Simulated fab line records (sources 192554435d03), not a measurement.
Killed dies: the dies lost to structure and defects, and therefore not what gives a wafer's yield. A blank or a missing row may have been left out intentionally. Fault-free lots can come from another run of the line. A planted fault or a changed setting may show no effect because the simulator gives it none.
Split-lot experiment + flow n5_finfet + on a route of 1938 steps: 7 lots, 21 wafers read

== THE SPLIT ITSELF ==
At N5_BEOL_M7_COAT_59 (time 60 s, resist thk 100 nm), the setting spin_rpm was moved away from the recipe's 1500 rpm on 7 of the 21 wafers read, by -9.9% to +10.6%. This setting was run at the recipe's value on the other wafers.

== FROM THE SPLIT TO THE READING: what the file shows between them, 4 steps ==
- N5_BEOL_M7_COAT_60: time 60 s, resist thk 35 nm
- N5_BEOL_M7_COAT_05: resist thk 90 nm
- N5_BEOL_M7_DESCUM_16: chemistry O2, time 7.9 s
- N5_BEOL_M7_ETCH_61: etches SiARC in CF4, target depth 45.5 nm, time 75.8 s

== THE READING ==
etch.depth_nm (the simulator's own value, which no gauge read), in nm, at N5_BEOL_M7_ETCH_62 (etches SOC in N2/H2, target depth 110 nm, overetch 22 nm, time 165 s). The file gives no usual value for it. Across the 14 wafers here that went through the recipe, the average is 99.85 nm and the standard deviation 0.32 nm.

| wafer  | tool, chamber at the split | spin_rpm as run, rpm | against the recipe | etch.depth_nm, nm | against lot-mates on the recipe |
|--------|----------------------------|----------------------|--------------------|-------------------|---------------------------------|
| L078.1 | litho_track-03, 0          | 1659                 | +10.6%             | 94.59             | -5.22                           |
| L078.4 | litho_track-03, 0          | 1500                 | recipe             | 99.81             | -                               |
| L078.6 | litho_track-03, 0          | 1659                 | +10.6%             | 95.19             | -4.62                           |
| L079.2 | litho_track-03, 0          | 1500                 | recipe             | 100.2             | -                               |
| L079.3 | litho_track-03, 0          | 1372                 | -8.5%              | 104.7             | +4.50                           |
| L079.5 | litho_track-03, 0          | 1372                 | -8.5%              | 104.4             | +4.20                           |
| L082.4 | litho_track-04, 0          | 1500                 | recipe             | 99.46             | -                               |
| L082.5 | litho_track-04, 0          | 1500                 | recipe             | 99.45             | -                               |
| L082.6 | litho_track-04, 0          | 1500                 | recipe             | 99.78             | -                               |
| L083.2 | litho_track-04, 0          | 1351                 | -9.9%              | 105.3             | +5.41                           |
| L083.4 | litho_track-04, 0          | 1500                 | recipe             | 99.99             | -                               |
| L083.6 | litho_track-04, 0          | 1500                 | recipe             | 99.79             | -                               |
| L086.3 | litho_track-04, 0          | 1500                 | recipe             | 100.3             | -                               |
| L086.5 | litho_track-04, 0          | 1500                 | recipe             | 100.3             | -                               |
| L086.6 | litho_track-04, 0          | 1500                 | recipe             | 99.97             | -                               |
| L093.1 | litho_track-05, 0          | 1500                 | recipe             | 100               | -                               |
| L093.5 | litho_track-05, 0          | 1500                 | recipe             | 99.81             | -                               |
| L093.6 | litho_track-05, 0          | 1500                 | recipe             | 99.91             | -                               |
| L097.1 | litho_track-04, 0          | 1500                 | recipe             | 99.14             | -                               |
| L097.5 | litho_track-04, 0          | 1570                 | +4.7%              | 97.2              | -1.94                           |
| L097.6 | litho_track-04, 0          | 1570                 | +4.7%              | 97.43             | -1.71                           |

THE FIT
A straight line over all 21 wafers: etch.depth_nm changes by -0.514 nm for each +1% of spin_rpm; r = -0.99; the points scatter about the line by 0.35 nm.
The same after taking each lot's own level away (the mean of its wafers on the recipe; 21 wafers): -0.487 nm for each +1%; r = -1.00; scatter 0.24 nm.
Per that fit: largest spin_rpm move, reading shift of 5.2 nm.
The lots' own levels span 99.140 to 100.200 nm, that is 3.3 times the standard deviation above.
The two slopes are in agreement: the lot-to-lot level therefore moves the slope only a little.
Check: with one of the wafers moved furthest among these (+10.6%) left out of the fit, the line predicts -4.99 nm for it against its lot-mates. Against them it came out at -5.22 nm.

== OTHER SPLITS ON THESE WAFERS ==
Other splits were also applied to these wafers ahead of the reading. Each is held against what the fit with the lots' levels taken away leaves over:
| other split on the same wafers    | wafers away from the commonest value | r with etch.depth_nm (lot level and that fit taken away) |
|-----------------------------------|--------------------------------------|----------------------------------------------------------|
| N5_BEOL_M5_TRENCH_ETCH_37 time_s  | 8                                    | +0.23                                                    |
| N5_BEOL_M5_ALD_86 ald_cycles      | 5                                    | -0.49                                                    |
| N5_BEOL_M7_HM_DEP_02 target_thk_a | 4                                    | -0.14                                                    |

== THE WHOLE CHAIN: every reading that the file lists as answering this split, in the file's order ==
| step               | what it does                                                         | reading                                                                        | change (the file's fit)               | r (the file's) |
|--------------------|----------------------------------------------------------------------|--------------------------------------------------------------------------------|---------------------------------------|----------------|
| N5_BEOL_M7_COAT_59 | time 60 s, resist thk 100 nm                                         | SOC_of_BEOL_M7_COAT_59.thk_nm (the simulator's own value, which no gauge read) | -0.501 nm for each +1% of the setting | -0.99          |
| N5_BEOL_M7_ETCH_62 | etches SOC in N2/H2, target depth 110 nm, overetch 22 nm, time 165 s | etch.depth_nm (the simulator's own value, which no gauge read)                 | -0.497 nm for each +1% of the setting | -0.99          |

== FILE'S OWN FIT ==
etch.depth_nm changes by -0.497 nm for each +1% of spin_rpm, r = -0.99.
